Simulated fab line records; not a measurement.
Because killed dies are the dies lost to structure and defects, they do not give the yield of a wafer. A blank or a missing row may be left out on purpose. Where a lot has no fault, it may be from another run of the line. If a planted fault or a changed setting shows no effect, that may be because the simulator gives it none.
Which tool is to blame?	flow n5Finfet	32 wafers from 11 lots sampled at 5 of the route's 1938 steps

== WHAT THE GAUGES READ, wafer by wafer ==
The record lacks any reading of a measuring or inspecting step that a usual standard deviation could be used to judge.

== WHAT TOOL EACH LOT RAN ON (gives the tool, then ch and the chambers of the sampled wafers, and finally the start) ==
lot	N5_BEOL_M12_DEGAS_41	N5_BEOL_M12_SPUTTER_44	N5_BEOL_M13_EXPOSE_07	N5_BEOL_M13_DESCUM_15	N5_PASSIVATION_PROBE_49
L822	pvdSputter-01, day 10 23:13	pvdSputter-01, day 10 23:22	krfScanner-01 ch 0, day 11 00:54	rieDiel-05 ch 0,3, day 11 01:11	-
L821	pvdSputter-01, day 11 05:14	pvdSputter-01, day 11 05:23	krfScanner-02 ch 0, day 11 06:57	rieDiel-05 ch 1,2, day 11 07:21	-
L823	pvdSputter-01, day 11 06:51	pvdSputter-01, day 11 07:01	krfScanner-02 ch 0, day 11 08:32	rieDiel-02 ch 0,2, day 11 08:47	-
L824	pvdSputter-02, day 11 14:08	pvdSputter-02, day 11 14:18	krfScanner-02 ch 0, day 11 16:09	rieDiel-05 ch 2,3, day 11 16:25	-
L825	pvdSputter-01, day 11 18:13	pvdSputter-01, day 11 18:22	krfScanner-01 ch 0, day 11 20:16	rieDiel-01 ch 0,2, day 11 20:43	prober-01, day 13 02:15
L826	pvdSputter-01, day 12 01:06	pvdSputter-01, day 12 01:16	krfScanner-01 ch 0, day 12 03:20	rieDiel-05 ch 0,2, day 12 03:34	-
L829	pvdSputter-01, day 13 01:55	pvdSputter-01, day 13 02:05	krfScanner-02 ch 0, day 13 03:31	rieDiel-05 ch 0,1,2, day 13 03:46	-
L831	pvdSputter-02, day 13 22:41	pvdSputter-02, day 13 22:50	krfScanner-02 ch 0, day 14 00:22	rieDiel-02 ch 0,1,3, day 14 00:38	prober-01, day 15 06:40
L836	pvdSputter-03, day 15 00:07	pvdSputter-03, day 15 00:17	krfScanner-01 ch 0, day 15 02:15	rieDiel-05 ch 0,1,2, day 15 02:31	-
L838	pvdSputter-02, day 15 04:15	pvdSputter-02, day 15 04:25	krfScanner-01 ch 0, day 15 07:16	rieDiel-01 ch 0,1, day 15 07:31	prober-01, day 16 19:10
L839	pvdSputter-03, day 15 21:29	pvdSputter-03, day 15 21:39	krfScanner-01 ch 0, day 15 23:11	rieDiel-02 ch 1,2,3, day 15 23:54	-
- N5_BEOL_M12_DEGAS_41: time 60 s.
- N5_BEOL_M12_SPUTTER_44: material Ta, target thk 10 nm, time 16.13 s.
- N5_BEOL_M13_EXPOSE_07: exposes mask V12.
- N5_BEOL_M13_DESCUM_15: chemistry O2, time 7.9 s.
- N5_PASSIVATION_PROBE_49

== WHAT THE TOOLS THEMSELVES READ (means of the sampled wafers that have a number; where no wafer has one, the mark that the record gives instead) ==
N5_BEOL_M12_DEGAS_41. Usual: heaterPowerW reads 325 W (standard deviation 34).
lot	tool	heaterPowerW (W)	flag
L822	pvdSputter-01	316	
L821	pvdSputter-01	355	
L823	pvdSputter-01	328	
L824	pvdSputter-02	327	
L825	pvdSputter-01	306	
L826	pvdSputter-01	356	
L829	pvdSputter-01	317	
L831	pvdSputter-02	351	
L836	pvdSputter-03	303	
L838	pvdSputter-02	331	
L839	pvdSputter-03	311	

N5_BEOL_M12_SPUTTER_44. Usual: throttleValvePct reads 29.9 % (standard deviation 0.98).
lot	tool	throttleValvePct (%)	flag
L822	pvdSputter-01	30.3	
L821	pvdSputter-01	29.5	
L823	pvdSputter-01	29.3	
L824	pvdSputter-02	30.2	
L825	pvdSputter-01	29.2	
L826	pvdSputter-01	29.1	
L829	pvdSputter-01	30.2	
L831	pvdSputter-02	30.4	
L836	pvdSputter-03	29.5	
L838	pvdSputter-02	30.5	
L839	pvdSputter-03	29.9	

N5_BEOL_M13_EXPOSE_07. Usual: exposureDoseMJCm2 24.93, standard deviation 0.12; focusOffsetNm 0.0 nm, standard deviation 0.49.
lot	tool	exposureDoseMJCm2	focusOffsetNm (nm)	flag
L822	krfScanner-01	25.05	0.0	
L821	krfScanner-02	24.80	0.2	
L823	krfScanner-02	24.78	-0.3	
L824	krfScanner-02	24.80	-0.5	
L825	krfScanner-01	25.04	0.3	
L826	krfScanner-01	25.06	0.3	
L829	krfScanner-02	25.84	0.0	OFF
L831	krfScanner-02	25.69	0.3	OFF
L836	krfScanner-01	25.06	-0.9	
L838	krfScanner-01	25.07	-0.0	
L839	krfScanner-01	25.05	-0.3	

N5_BEOL_M13_DESCUM_15. Usual: drypumpMotorCurrentA 5.9 A, standard deviation 0.31; oesProductAu 0.78 a.u., standard deviation 0.077; rfVppV 243.1 V, standard deviation 1.4; showerheadPlenumPTorr 2.09 Torr, standard deviation 0.066; throttleValvePct 20.43 %, standard deviation 0.2.
lot	tool	drypumpMotorCurrentA (A)	oesProductAu (a.u.)	rfVppV (V)	showerheadPlenumPTorr (Torr)	throttleValvePct (%)	flag
L822	rieDiel-05	5.9	0.73	243.1	2.11	20.44	
L821	rieDiel-05	5.6	0.82	242.4	2.05	20.54	
L823	rieDiel-02	5.8	0.78	245.1	2.19	20.45	
L824	rieDiel-05	6.0	0.76	242.9	2.11	20.44	
L825	rieDiel-01	5.8	0.86	242.7	2.11	20.06	
L826	rieDiel-05	5.6	0.79	242.5	2.05	20.48	
L829	rieDiel-05	5.6	0.77	241.5	2.04	20.58	
L831	rieDiel-02	6.1	0.76	243.4	2.10	20.47	
L836	rieDiel-05	5.6	0.76	241.8	2.04	20.61	
L838	rieDiel-01	6.1	0.81	242.8	2.09	20.07	
L839	rieDiel-02	6.2	0.81	244.2	2.12	20.46	

N5_PASSIVATION_PROBE_49. Usual: defectLimitedYield 91.2 %, standard deviation 1.5; killed_at_M0_to_M3 31, standard deviation 10; killed_at_M4_up 15, standard deviation 5.9; killedAtContacts 13, standard deviation 6; killedAtFrontEnd 41, standard deviation 11; killedAtOther 4, standard deviation 3.1; killedDies 104, standard deviation 18; killedOpen 68, standard deviation 13; killedShort 33, standard deviation 8.1; sort_bin_5_function 5.1 %, standard deviation 1.1; sort_bin_6_memory 3.2 %, standard deviation 0.69; sort_bin_8_speed 0.01 %, standard deviation 0.045; sortNPass 1076, standard deviation 18.
lot	tool	defectLimitedYield (%)	killed_at_M0_to_M3	killed_at_M4_up	killedAtContacts	killedAtFrontEnd	killedAtOther	killedDies	killedOpen	killedShort	sort_bin_5_function (%)	sort_bin_6_memory (%)	sort_bin_8_speed (%)	sortNPass	flag
L825	prober-01	91.2	25	17	16	44	3	104	69	32	4.9	3.5	0.00	1076	
L831	prober-01	90.7	45	12	8	42	2	109	70	38	5.6	3.2	0.08	1070	
L838	prober-01	90.8	35	14	16	41	2	108	73	31	5.2	3.5	0.14	1072	

== THE ANSWER, worked out from the rows above alone ==
Rule: a lot counts as off when the mean over its wafers that have a number is more than 3 standard deviations away from the usual mean. A lot without any number at a reading at which 4 lots or more have one is off too. Where the step has rows for the other lots, those lots are counted as sound. First the gauges in route order, then the tools' own readings, where a lot's mean is used as printed above. At the first step where some lot is off, the reading lying furthest off is the one used; lots without a number count as furthest.
Off: L829, L831 (N5_BEOL_M13_EXPOSE_07, exposureDoseMJCm2).
A tool fits if, at that step or a process step before it, it ran every lot that is off, and no sound lot after the first of them. One fits: krfScanner-02 at N5_BEOL_M13_EXPOSE_07. A fault onset in the window from L824 (day 11 16:09, its last sound lot) to L829 (day 13 03:31, its first lot off) fits.
The tool's own readings at N5_BEOL_M13_EXPOSE_07 bear it out: on the lots that are off they differ by more than 5 times the standard deviation of the sound lots' means. exposureDoseMJCm2 reads 25.77 there against 24.97 on the sound lots.

== WHAT THE SIMULATOR HAD PUT IN ==
Drift in process parameters on krfScanner-02 at N5_BEOL_M13_EXPOSE_07, starting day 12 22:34. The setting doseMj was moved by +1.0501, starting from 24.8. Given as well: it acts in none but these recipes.
Shown lots that were struck: L829, L831. The rule above found the same.
